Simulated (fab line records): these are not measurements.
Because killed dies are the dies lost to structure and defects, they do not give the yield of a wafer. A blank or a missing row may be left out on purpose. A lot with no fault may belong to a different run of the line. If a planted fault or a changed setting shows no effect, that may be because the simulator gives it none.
fab line records	flow n5-finfet
record lots=24	wafers=72	last-day=18
route steps=1938 shown ZERO_LAYER@14 WELL_APT@43 PMOS_HMC_CHANNEL_EPI@87 FIN_SAQP@94
lots untouched by any fault: they come from a run of this same line in which no faults occurred
start-h: hours from the record's opening day to when the first of the lot's shown wafers began	wait-h: hours from the lot's prior step to this one	" as in the row above	L1.1+2: a single row standing in for several wafers	- no value, or no start was given	* or withheld: withheld	< > ~ a bound
route shown NAME@n: a module of which the file shows steps, and the number in the route of the first	usual: mean/standard deviation taken from wafers without a fault	same: alike in all rows	chamber/n: place in a boat	sites: readings site by site	_std_site: their standard deviation	_edge_site: outer sites' mean less inner sites'	radius-mm: for every site, how far away it sits from the centre of the wafer	mask NAME#n: copy n	behind: the last tool/chamber to shape the wafer	hold: cause of the lot's hold/its duration in hours/its outcome	device: whichever transistor did not switch (one of n, p or np)	end of line: tests of these same wafers at the route's end	a step with no rows: only its recipe	killed: count of dies lost to structure and defects at first sort (not the wafer's yield)	map: shows each die of a wafer: x if killed, . if not, _ if none is there
set.NAME: the setting that was run; set.NAME@STEP: the one run at that earlier step	model.NAME: the simulator's own value behind a step, which no gauge read
a sample of lots followed through the steps of the route, with each step as a table and each wafer as a row
services: when a tool's chamber went out of use (start-h, in hours from the record's first day, below 0 if earlier), for how many hours, and the reason
## steps
# step N5_ZERO_LAYER_DESCUM_16
# recipe chemistry=O2	time-s=7.9	source-power-w=50	bias-power-w=20	pressure-mtorr=20	rf-frequency-hz=2.712e+07	temp-c=40	o2-flow-sccm=225
# usual drypump-motor-current-A=5.8/0.48	oes-product-au=0.74/0.052	rf-vpp-V=243.2/1.4	showerhead-plenum-p-Torr=2.09/0.071	throttle-valve-pct=20.50/0.27
lot.wafer	tool	chamber	start-h	wait-h	drypump-motor-current-A	oes-product-au	rf-hours-counter-h	rf-vpp-V	showerhead-plenum-p-Torr	throttle-valve-pct
L074.1	rie-diel-06	1	12.69	0.0	6.2	0.80	105	244.6	2.21	20.70
L074.4	"	2	"	"	5.8	0.73	181	240.7	1.99	20.79
L074.6	"	2	"	"	5.8	0.73	-	240.1	1.99	20.80
L075.1	rie-diel-05	1	18.92	0.3	6.3	0.70	219	243.0	2.14	20.22
L075.2	"	3	"	"	5.9	0.81	100	244.8	2.20	20.66
L075.6	"	1	"	"	6.3	0.71	-	244.3	2.14	20.19
L076.3	rie-diel-01	1	24.68	0.0	4.9	0.74	157	244.0	2.16	20.37
L076.4	"	2	"	"	6.0	0.78	103	242.5	2.03	20.10
L076.6	"	3	"	"	5.9	0.70	-	241.6	2.08	20.82
L077.1	rie-diel-05	2	30.87	0.0	5.4	0.70	220	244.7	2.17	20.88
L077.4	"	0	"	"	5.4	0.79	97	241.8	2.02	20.36
L077.5	"	1	"	"	6.2	0.70	-	243.4	2.14	20.22
L078.1	rie-diel-06	0	36.80	0.0	5.4	0.74	198	241.2	1.98	20.66
L078.4	"	2	"	"	5.8	0.71	188	241.5	1.98	20.81
L078.6	"	2	"	"	5.7	0.71	-	240.4	1.99	20.81
L079.4	rie-diel-05	1	42.70	0.0	6.2	0.70	227	246.0	2.14	20.21
L079.5	"	3	"	"	5.9	0.81	-	244.5	2.20	20.66
L079.6	"	2	"	"	5.4	0.70	-	243.9	2.16	20.88
L080.1	rie-diel-01	2	48.68	0.0	6.0	0.78	111	241.2	2.02	20.12
L080.5	"	2	"	"	6.0	0.77	-	240.8	2.02	20.11
L080.6	"	3	"	"	5.9	0.69	-	243.8	2.07	20.84
L081.1	rie-diel-01	0	54.80	0.0	6.7	0.75	174	243.0	2.06	20.21
L081.2	"	1	"	"	5.0	0.73	166	244.2	2.16	20.40
L081.3	"	3	"	"	5.9	0.69	215	241.8	2.07	20.85
L082.1	rie-diel-05	2	60.80	0.0	5.4	0.70	227	243.9	2.16	20.88
L082.2	"	1	"	"	6.2	0.69	232	244.6	2.13	20.24
L082.3	"	3	"	"	5.9	0.80	112	244.0	2.20	20.69
L083.2	rie-diel-05	0	66.70	0.0	5.4	0.77	108	242.9	2.02	20.37
L083.4	"	3	"	"	5.9	0.80	114	244.3	2.20	20.66
L083.5	"	2	"	"	5.4	0.69	-	243.0	2.16	20.89
L084.2	rie-diel-05	0	72.80	0.0	5.4	0.78	110	242.1	2.02	20.39
L084.4	"	1	"	"	6.2	0.68	236	245.8	2.13	20.23
L084.5	"	0	"	"	5.4	0.77	-	242.0	2.02	20.37
L085.1	rie-diel-06	1	78.68	0.0	6.2	0.78	126	244.5	2.20	20.72
L085.4	"	0	"	"	5.4	0.73	210	240.5	1.98	20.68
L085.6	"	2	"	"	5.8	0.71	-	241.5	1.98	20.83
L086.1	rie-diel-01	0	85.36	0.6	6.7	0.75	184	242.1	2.06	20.23
L086.4	"	3	"	"	5.8	0.69	223	243.7	2.07	20.88
L086.5	"	3	"	"	5.9	0.68	-	242.8	2.07	20.86
L087.3	rie-diel-05	1	90.75	0.1	6.2	0.69	240	244.2	2.13	20.23
L087.5	"	0	"	"	5.4	0.77	-	242.1	2.02	20.40
L087.6	"	1	"	"	6.2	0.69	-	243.9	2.13	20.23
L088.3	rie-diel-01	3	96.83	0.0	5.9	0.68	227	243.1	2.07	20.86
L088.5	"	1	"	"	4.9	0.72	-	245.6	2.15	20.40
L088.6	"	0	"	"	6.7	0.76	-	243.0	2.06	20.23
L089.1	rie-diel-05	3	102.94	0.2	5.9	0.79	125	245.9	2.19	20.68
L089.4	"	1	"	"	6.3	0.68	244	244.0	2.13	20.25
L089.5	"	0	"	"	5.4	0.76	-	241.8	2.02	20.38
L090.2	rie-diel-05	0	108.71	0.0	5.4	0.76	120	242.5	2.02	20.38
L090.4	"	2	"	"	5.4	0.68	241	243.1	2.16	20.90
L090.6	"	2	"	"	5.4	0.68	-	243.7	2.16	20.90
L091.1	rie-diel-01	0	115.04	0.3	6.7	0.74	193	243.3	2.06	20.25
L091.2	"	2	"	"	6.0	0.75	130	243.5	2.02	20.14
L091.4	"	3	"	"	5.9	0.68	232	244.6	2.07	20.88
L092.1	rie-diel-01	3	120.90	0.1	5.9	0.68	234	241.2	2.07	20.85
L092.4	"	2	"	"	6.0	0.76	132	240.6	2.02	20.14
L092.5	"	0	"	"	6.7	0.74	-	242.4	2.06	20.25
L093.1	rie-diel-01	0	126.70	0.0	6.7	0.73	196	242.5	2.06	20.24
L093.2	"	1	"	"	4.9	0.71	188	244.8	2.15	20.41
L093.4	"	3	"	"	5.8	0.67	236	244.1	2.07	20.88
L094.3	rie-diel-06	1	132.72	0.1	6.2	0.78	144	244.5	2.19	20.75
L094.5	"	1	"	"	6.2	0.77	-	245.0	2.19	20.76
L094.6	"	2	"	"	5.8	0.70	-	242.1	1.97	20.86
L095.1	rie-diel-01	1	139.08	0.3	4.9	0.70	192	244.6	2.15	20.42
L095.2	"	2	"	"	6.0	0.74	139	240.4	2.01	20.16
L095.3	"	3	"	"	5.9	0.67	241	243.6	2.06	20.90
L096.1	rie-diel-01	1	144.81	0.0	4.9	0.70	194	244.0	2.15	20.42
L096.3	"	2	"	"	6.0	0.75	140	242.0	2.01	20.13
L096.4	"	3	"	"	5.9	0.67	242	242.7	2.06	20.88
L097.2	rie-diel-05	0	151.08	0.3	5.4	0.75	135	242.2	2.01	20.40
L097.4	"	3	"	"	5.9	0.77	-	245.2	2.19	20.71
L097.6	"	0	"	"	5.4	0.75	-	241.7	2.01	20.40
# step N5_WELL_APT_CD_MEAS_25
# recipe target-cd-nm=200	landing-energy-ev=500	detector=se-inlens
# usual cd-nm=201.0/2.1
lot.wafer	tool	chamber	start-h	wait-h	cd-nm
L074.1	cd-sem-03	0	14.82	-	198.5
L074.4	"	0	"	"	199.2
L074.6	"	0	"	"	198.3
L075.1	cd-sem-01	0	21.04	-	203.6
L075.2	"	0	"	"	205.2
L075.6	"	0	"	"	205.0
L076.3	cd-sem-03	0	27.11	-	200.7
L076.4	"	0	"	"	202.2
L076.6	"	0	"	"	203.2
L077.1	cd-sem-03	0	33.49	-	199.0
L077.4	"	0	"	"	197.5
L077.5	"	0	"	"	198.6
L078.1	cd-sem-01	0	39.10	-	198.7
L078.4	"	0	"	"	201.5
L078.6	"	0	"	"	201.8
L079.4	cd-sem-01	0	44.83	-	203.0
L079.5	"	0	"	"	204.8
L079.6	"	0	"	"	204.7
L080.1	cd-sem-03	0	50.93	-	197.9
L080.5	"	0	"	"	198.1
L080.6	"	0	"	"	198.5
L081.1	cd-sem-03	0	56.80	-	201.9
L081.2	"	0	"	"	200.4
L081.3	"	0	"	"	200.7
L082.1	cd-sem-03	0	62.88	-	199.4
L082.2	"	0	"	"	199.1
L082.3	"	0	"	"	200.0
L083.2	cd-sem-01	0	68.86	-	204.2
L083.4	"	0	"	"	205.0
L083.5	"	0	"	"	204.0
L084.2	cd-sem-01	0	74.97	-	202.6
L084.4	"	0	"	"	199.1
L084.5	"	0	"	"	204.1
L085.1	cd-sem-02	0	80.80	-	201.8
L085.4	"	0	"	"	202.4
L085.6	"	0	"	"	198.9
L086.1	cd-sem-01	0	87.64	-	201.0
L086.4	"	0	"	"	203.3
L086.5	"	0	"	"	201.7
L087.3	cd-sem-01	0	93.00	-	203.0
L087.5	"	0	"	"	202.3
L087.6	"	0	"	"	204.0
L088.3	cd-sem-01	0	99.04	-	203.3
L088.5	"	0	"	"	203.8
L088.6	"	0	"	"	201.5
L089.1	cd-sem-01	0	105.08	-	198.7
L089.4	"	0	"	"	200.8
L089.5	"	0	"	"	202.6
L090.2	cd-sem-02	0	110.91	-	199.9
L090.4	"	0	"	"	199.7
L090.6	"	0	"	"	199.1
L091.1	cd-sem-02	0	117.61	-	203.8
L091.2	"	0	"	"	200.1
L091.4	"	0	"	"	200.6
L092.1	cd-sem-03	0	123.19	-	201.1
L092.4	"	0	"	"	202.0
L092.5	"	0	"	"	203.3
L093.1	cd-sem-01	0	128.86	-	200.1
L093.2	"	0	"	"	198.6
L093.4	"	0	"	"	201.7
L094.3	cd-sem-01	0	134.93	-	196.9
L094.5	"	0	"	"	197.2
L094.6	"	0	"	"	197.1
L095.1	cd-sem-02	0	141.38	-	201.4
L095.2	"	0	"	"	202.7
L095.3	"	0	"	"	203.1
L096.1	cd-sem-03	0	147.37	-	198.8
L096.3	"	0	"	"	201.0
L096.4	"	0	"	"	201.3
L097.2	cd-sem-03	0	154.64	-	200.2
L097.4	"	0	"	"	201.4
L097.6	"	0	"	"	199.2
# step N5_PMOS_HMC_CHANNEL_EPI_EPI_26
# recipe material=Si	target-thk-a=38	temp-c=650	precursor=SiH4/H2	pressure-torr=20	time-s=22.7
# usual throttle-valve-pct=11.1/0.49
lot.wafer	tool	chamber	start-h	wait-h	throttle-valve-pct
L074.1	epi-rpcvd-03	0	20.77	0.0	11.7
L074.4	"	0	"	"	12.1
L074.6	"	0	"	"	12.0
L075.1	epi-rpcvd-02	0	26.37	0.0	11.1
L075.2	"	0	"	"	10.7
L075.6	"	0	"	"	10.7
L076.3	epi-rpcvd-03	0	32.26	0.1	12.1
L076.4	"	0	"	"	12.0
L076.6	"	0	"	"	11.7
L077.1	epi-rpcvd-02	0	39.29	0.0	11.0
L077.4	"	0	"	"	10.7
L077.5	"	0	"	"	10.7
L078.1	epi-rpcvd-02	0	44.39	0.0	10.8
L078.4	"	0	"	"	10.6
L078.6	"	0	"	"	10.9
L079.4	epi-rpcvd-01	0	49.65	0.2	10.9
L079.5	"	0	"	"	11.1
L079.6	"	0	"	"	10.9
L080.1	epi-rpcvd-02	0	55.98	0.0	10.7
L080.5	"	0	"	"	10.7
L080.6	"	0	"	"	10.8
L081.1	epi-rpcvd-02	0	61.43	0.0	10.9
L081.2	"	0	"	"	11.0
L081.3	"	0	"	"	10.5
L082.1	epi-rpcvd-02	0	67.39	0.0	10.9
L082.2	"	0	"	"	10.9
L082.3	"	0	"	"	10.4
L083.2	epi-rpcvd-03	0	74.19	0.1	11.7
L083.4	"	0	"	"	11.9
L083.5	"	0	"	"	11.7
L084.2	epi-rpcvd-02	0	80.52	0.1	11.1
L084.4	"	0	"	"	10.8
L084.5	"	0	"	"	10.8
L085.1	epi-rpcvd-02	0	86.14	0.0	10.6
L085.4	"	0	"	"	11.0
L085.6	"	0	"	"	10.8
L086.1	epi-rpcvd-02	0	92.29	0.0	10.8
L086.4	"	0	"	"	10.7
L086.5	"	0	"	"	10.7
L087.3	epi-rpcvd-01	0	97.88	0.1	11.0
L087.5	"	0	"	"	11.0
L087.6	"	0	"	"	11.1
L088.3	epi-rpcvd-02	0	103.96	0.2	10.9
L088.5	"	0	"	"	10.5
L088.6	"	0	"	"	10.6
L089.1	epi-rpcvd-01	0	110.30	0.0	10.8
L089.4	"	0	"	"	10.8
L089.5	"	0	"	"	11.0
L090.2	epi-rpcvd-03	0	115.75	0.1	12.3
L090.4	"	0	"	"	12.0
L090.6	"	0	"	"	11.7
L091.1	epi-rpcvd-02	0	122.46	0.0	10.5
L091.2	"	0	"	"	10.6
L091.4	"	0	"	"	10.8
L092.1	epi-rpcvd-02	0	128.33	0.0	11.0
L092.4	"	0	"	"	10.9
L092.5	"	0	"	"	10.8
L093.1	epi-rpcvd-03	0	134.00	0.0	11.8
L093.2	"	0	"	"	11.9
L093.4	"	0	"	"	11.7
L094.3	epi-rpcvd-01	0	140.74	0.1	10.8
L094.5	"	0	"	"	11.0
L094.6	"	0	"	"	10.9
L095.1	epi-rpcvd-01	0	146.39	0.0	11.0
L095.2	"	0	"	"	10.9
L095.3	"	0	"	"	11.0
L096.1	epi-rpcvd-02	0	152.26	0.0	10.9
L096.3	"	0	"	"	10.5
L096.4	"	0	"	"	11.3
L097.2	epi-rpcvd-03	0	160.71	0.1	11.7
L097.4	"	0	"	"	11.9
L097.6	"	0	"	"	12.1
# step N5_PMOS_HMC_CHANNEL_EPI_INSPECT_30
# recipe inspect-instrument=darkfield	mode=post-epi
# usual raw-defect-count=19/7.7
lot.wafer	tool	chamber	start-h	wait-h	raw-defect-count
L074.1	defect-inspect-02	-	21.14	0.0	14
L074.4	"	-	"	"	17
L074.6	"	-	"	"	49
L075.1	defect-inspect-01	-	27.00	0.0	21
L075.2	"	-	"	"	26
L075.6	"	-	"	"	20
L076.3	defect-inspect-02	-	32.53	0.0	11
L076.4	"	-	"	"	14
L076.6	"	-	"	"	14
L077.1	defect-inspect-02	-	39.89	0.0	25
L077.4	"	-	"	"	14
L077.5	"	-	"	"	14
L078.1	defect-inspect-02	-	44.76	0.0	28
L078.4	"	-	"	"	8
L078.6	"	-	"	"	18
L079.4	defect-inspect-02	-	49.92	0.0	12
L079.5	"	-	"	"	23
L079.6	"	-	"	"	9
L080.1	defect-inspect-02	-	56.35	0.0	22
L080.5	"	-	"	"	23
L080.6	"	-	"	"	19
L081.1	defect-inspect-01	-	61.80	0.0	17
L081.2	"	-	"	"	28
L081.3	"	-	"	"	14
L082.1	defect-inspect-01	-	67.76	0.0	20
L082.2	"	-	"	"	18
L082.3	"	-	"	"	24
L083.2	defect-inspect-02	-	74.51	0.0	32
L083.4	"	-	"	"	21
L083.5	"	-	"	"	17
L084.2	defect-inspect-01	-	80.86	0.0	13
L084.4	"	-	"	"	27
L084.5	"	-	"	"	19
L085.1	defect-inspect-01	-	86.51	0.0	15
L085.4	"	-	"	"	19
L085.6	"	-	"	"	23
L086.1	defect-inspect-01	-	92.66	0.0	20
L086.4	"	-	"	"	24
L086.5	"	-	"	"	31
L087.3	defect-inspect-02	-	98.15	0.0	21
L087.5	"	-	"	"	22
L087.6	"	-	"	"	26
L088.3	defect-inspect-01	-	104.30	0.0	12
L088.5	"	-	"	"	19
L088.6	"	-	"	"	31
L089.1	defect-inspect-02	-	110.67	0.0	18
L089.4	"	-	"	"	5
L089.5	"	-	"	"	6
L090.2	defect-inspect-02	-	116.16	0.0	22
L090.4	"	-	"	"	18
L090.6	"	-	"	"	28
L091.1	defect-inspect-02	-	122.93	0.0	27
L091.2	"	-	"	"	42
L091.4	"	-	"	"	28
L092.1	defect-inspect-02	-	128.70	0.0	19
L092.4	"	-	"	"	14
L092.5	"	-	"	"	7
L093.1	defect-inspect-02	-	134.37	0.0	13
L093.2	"	-	"	"	24
L093.4	"	-	"	"	17
L094.3	defect-inspect-01	-	141.02	0.0	19
L094.5	"	-	"	"	16
L094.6	"	-	"	"	13
L095.1	defect-inspect-02	-	146.76	0.0	19
L095.2	"	-	"	"	16
L095.3	"	-	"	"	20
L096.1	defect-inspect-01	-	152.63	0.0	17
L096.3	"	-	"	"	19
L096.4	"	-	"	"	10
L097.2	defect-inspect-02	-	161.03	0.0	18
L097.4	"	-	"	"	15
L097.6	"	-	"	"	11
# step N5_FIN_SAQP_ALD_61
# recipe material=SiO2	target-thk-a=40	temp-c=300	ald-precursor-family=BDEAS	ald-co-reactant=O2-plasma	pulse-time-s=1	purge-time-s=2	co-reactant-purge-time-s=2	ald-cycles=43	pressure-torr=2
# usual heater-power-w=456/62	precursor-pulse-height-rel=1.001/0.02
# same purge-time-s=2
lot.wafer	tool	chamber	start-h	wait-h	heater-power-w	precursor-pulse-height-rel
L074.1	ald-sin-01	1	21.27	0.0	493	0.999
L074.4	"	2	"	"	384	1.025
L074.6	"	1	"	"	494	1.008
L075.1	ald-sin-01	0	27.12	0.0	518	1.024
L075.2	"	1	"	"	495	0.971
L075.6	"	2	"	"	369	1.024
L076.3	ald-sin-04	3	32.65	0.0	463	1.023
L076.4	"	1	"	"	456	0.973
L076.6	"	1	"	"	474	1.015
L077.1	ald-sin-01	0	40.01	0.0	527	1.007
L077.4	"	2	"	"	374	1.013
L077.5	"	1	"	"	501	1.062
L078.1	ald-sin-02	1	44.88	0.0	330	0.976
L078.4	"	3	"	"	439	1.014
L078.6	"	2	"	"	440	0.966
L079.4	ald-sin-04	2	50.04	0.0	505	1.004
L079.5	"	0	"	"	460	0.993
L079.6	"	3	"	"	457	1.022
L080.1	ald-sin-01	3	56.55	0.0	392	0.997
L080.5	"	2	"	"	384	0.947
L080.6	"	1	"	"	494	1.014
L081.1	ald-sin-01	2	62.06	0.2	378	1.004
L081.2	"	0	"	"	522	1.013
L081.3	"	3	"	"	397	0.993
L082.1	ald-sin-04	2	68.20	0.3	513	1.011
L082.2	"	1	"	"	463	1.005
L082.3	"	0	"	"	456	1.011
L083.2	ald-sin-02	3	74.65	0.1	434	0.979
L083.4	"	2	"	"	444	1.012
L083.5	"	1	"	"	332	1.035
L084.2	ald-sin-04	0	80.98	0.0	462	1.039
L084.4	"	2	"	"	519	1.004
L084.5	"	2	"	"	518	1.015
L085.1	ald-sin-02	0	87.23	0.6	564	1.004
L085.4	"	2	"	"	440	1.012
L085.6	"	1	"	"	337	0.991
L086.1	ald-sin-04	2	92.87	0.1	510	1.012
L086.4	"	0	"	"	460	1.024
L086.5	"	0	"	"	462	0.987
L087.3	ald-sin-01	3	99.35	1.1	404	1.015
L087.5	"	3	"	"	393	0.964
L087.6	"	2	"	"	385	0.987
L088.3	ald-sin-02	3	104.78	0.4	434	0.971
L088.5	"	1	"	"	335	0.962
L088.6	"	2	"	"	442	0.979
L089.1	ald-sin-04	2	110.80	0.0	517	1.034
L089.4	"	3	"	"	460	0.973
L089.5	"	2	"	"	528	1.012
L090.2	ald-sin-04	2	117.08	0.8	516	1.010
L090.4	"	1	"	"	468	0.981
L090.6	"	3	"	"	459	1.022
L091.1	ald-sin-02	1	123.14	0.1	334	0.988
L091.2	"	3	"	"	432	0.996
L091.4	"	0	"	"	586	0.994
L092.1	ald-sin-04	0	128.82	0.0	456	1.003
L092.4	"	1	"	"	472	1.015
L092.5	"	0	"	"	471	1.010
L093.1	ald-sin-02	2	134.62	0.2	432	0.990
L093.2	"	1	"	"	331	0.999
L093.4	"	3	"	"	422	0.982
L094.3	ald-sin-04	1	141.14	0.0	474	1.024
L094.5	"	3	"	"	461	1.003
L094.6	"	2	"	"	524	0.998
L095.1	ald-sin-01	1	146.88	0.0	482	0.993
L095.2	"	0	"	"	500	1.008
L095.3	"	2	"	"	402	1.005
L096.1	ald-sin-01	1	152.76	0.0	478	0.976
L096.3	"	0	"	"	506	0.979
L096.4	"	0	"	"	515	1.025
L097.2	ald-sin-04	1	161.15	0.0	465	0.994
L097.4	"	0	"	"	469	0.986
L097.6	"	0	"	"	460	1.036
# step N5_FIN_SAQP_HM_DEP_03
# recipe material=SiNx	target-thk-a=380	temp-c=400	precursor=SiH4/NH3/N2	pressure-torr=1.5	rf-w=300	time-s=33.6
# usual heater-power-w=827/120	showerhead-plenum-p-Torr=5.14/0.069	showerhead-vpp-V=1036/43	throttle-valve-pct=42/3.1
lot.wafer	tool	chamber	start-h	wait-h	heater-power-w	showerhead-plenum-p-Torr	showerhead-vpp-V	throttle-valve-pct
L074.1	pecvd-04	2	21.68	0.2	554	5.02	972	45
L074.4	"	2	"	"	573	5.01	954	45
L074.6	"	0	"	"	727	5.23	1111	36
L075.1	pecvd-01	2	27.77	0.2	894	5.08	1020	36
L075.2	"	0	"	"	939	5.16	1085	38
L075.6	"	1	"	"	806	5.23	969	46
L076.3	pecvd-04	0	33.07	0.1	705	5.24	1101	36
L076.4	"	0	"	"	686	5.23	1116	37
L076.6	"	2	"	"	564	5.01	950	45
L077.1	pecvd-02	0	40.48	0.2	769	5.15	1049	42
L077.4	"	0	"	"	785	5.17	1059	42
L077.5	"	2	"	"	893	5.19	1062	42
L078.1	pecvd-04	0	45.30	0.2	763	5.23	1074	37
L078.4	"	1	"	"	945	5.19	1029	46
L078.6	"	2	"	"	588	5.01	958	45
L079.4	pecvd-01	0	50.71	0.1	990	5.16	1077	38
L079.5	"	2	"	"	791	5.09	1046	37
L079.6	"	1	"	"	783	5.22	971	46
L080.1	pecvd-01	1	56.99	0.2	746	5.24	987	46
L080.5	"	1	"	"	746	5.22	978	46
L080.6	"	2	"	"	876	5.08	1034	37
L081.1	pecvd-02	0	62.48	0.2	892	5.16	1066	42
L081.2	"	1	"	"	866	5.09	1014	42
L081.3	"	0	"	"	900	5.16	1042	42
L082.1	pecvd-04	0	68.62	0.2	700	5.22	1115	37
L082.2	"	1	"	"	875	5.21	1049	45
L082.3	"	2	"	"	570	5.01	966	45
L083.2	pecvd-02	1	75.35	0.2	842	5.07	1027	42
L083.4	"	0	"	"	934	5.15	1056	42
L083.5	"	1	"	"	812	5.09	1007	42
L084.2	pecvd-02	2	81.47	0.2	950	5.20	1063	42
L084.4	"	1	"	"	861	5.08	1021	42
L084.5	"	0	"	"	923	5.16	1056	42
L085.1	pecvd-04	2	87.66	0.2	543	5.01	970	45
L085.4	"	2	"	"	551	5.00	970	45
L085.6	"	2	"	"	554	5.02	959	45
L086.1	pecvd-02	0	93.30	0.2	823	5.16	1035	42
L086.4	"	2	"	"	1070	5.19	1064	42
L086.5	"	0	"	"	846	5.14	1062	42
L087.3	pecvd-01	1	99.78	0.1	850	5.24	974	46
L087.5	"	1	"	"	819	5.23	976	46
L087.6	"	2	"	"	889	5.07	1016	37
L088.3	pecvd-01	2	105.20	0.1	897	5.08	1046	37
L088.5	"	2	"	"	905	5.10	1019	37
L088.6	"	1	"	"	809	5.22	972	46
L089.1	pecvd-02	2	111.22	0.2	1052	5.17	1095	42
L089.4	"	1	"	"	810	5.08	1032	42
L089.5	"	0	"	"	930	5.15	1054	42
L090.2	pecvd-04	0	117.55	0.2	672	5.23	1131	37
L090.4	"	1	"	"	774	5.20	1031	46
L090.6	"	0	"	"	667	5.23	1120	37
L091.1	pecvd-02	2	123.59	0.2	1036	5.17	1073	42
L091.2	"	1	"	"	813	5.09	1023	42
L091.4	"	0	"	"	918	5.15	1046	42
L092.1	pecvd-02	0	129.48	0.3	835	5.15	1053	42
L092.4	"	2	"	"	1020	5.19	1076	42
L092.5	"	1	"	"	833	5.08	1032	42
L093.1	pecvd-04	0	135.04	0.2	709	5.23	1100	37
L093.2	"	2	"	"	605	5.01	961	44
L093.4	"	0	"	"	720	5.23	1118	37
L094.3	pecvd-02	2	141.62	0.1	906	5.19	1072	42
L094.5	"	2	"	"	889	5.18	1059	42
L094.6	"	1	"	"	874	5.08	1021	42
L095.1	pecvd-02	0	147.30	0.2	886	5.14	1053	42
L095.2	"	2	"	"	954	5.17	1058	43
L095.3	"	1	"	"	786	5.08	1029	42
L096.1	pecvd-01	0	153.17	0.2	865	5.18	1086	38
L096.3	"	2	"	"	777	5.07	1021	37
L096.4	"	2	"	"	777	5.08	1030	37
L097.2	pecvd-02	0	161.57	0.2	865	5.16	1048	42
L097.4	"	0	"	"	860	5.14	1039	42
L097.6	"	0	"	"	853	5.15	1048	42
## services
tool	chamber	start-h	hours	kind
ald-sin-04	-	-6.25	14.0	pm
pecvd-04	-	3.72	3.8	repair
epi-rpcvd-02	-	7.36	0.5	pm
rie-diel-01	1	11.75	3.3	repair
ald-sin-01	-	12.12	1.7	repair
pecvd-04	-	20.56	0.4	repair
epi-rpcvd-01	-	28.07	14.6	pm
pecvd-01	-	36.64	5.5	pm
epi-rpcvd-03	-	41.12	0.5	repair
epi-rpcvd-01	-	42.67	6.0	pm
epi-rpcvd-03	-	50.67	6.0	pm
pecvd-02	2	54.08	22.2	repair
ald-sin-02	2	61.74	3.8	repair
ald-sin-01	-	64.68	6.1	pm
pecvd-02	-	70.52	0.6	repair
ald-sin-01	-	85.25	14.0	pm
pecvd-02	-	94.35	2.8	pm
ald-sin-04	1	109.04	5.4	repair
pecvd-04	-	112.98	0.2	repair
rie-diel-05	-	119.41	0.5	repair
pecvd-04	2	140.23	3.6	repair
ald-sin-01	3	146.47	8.6	repair
rie-diel-05	1	148.74	7.9	repair
rie-diel-01	3	161.06	3.2	repair
## key
fault none
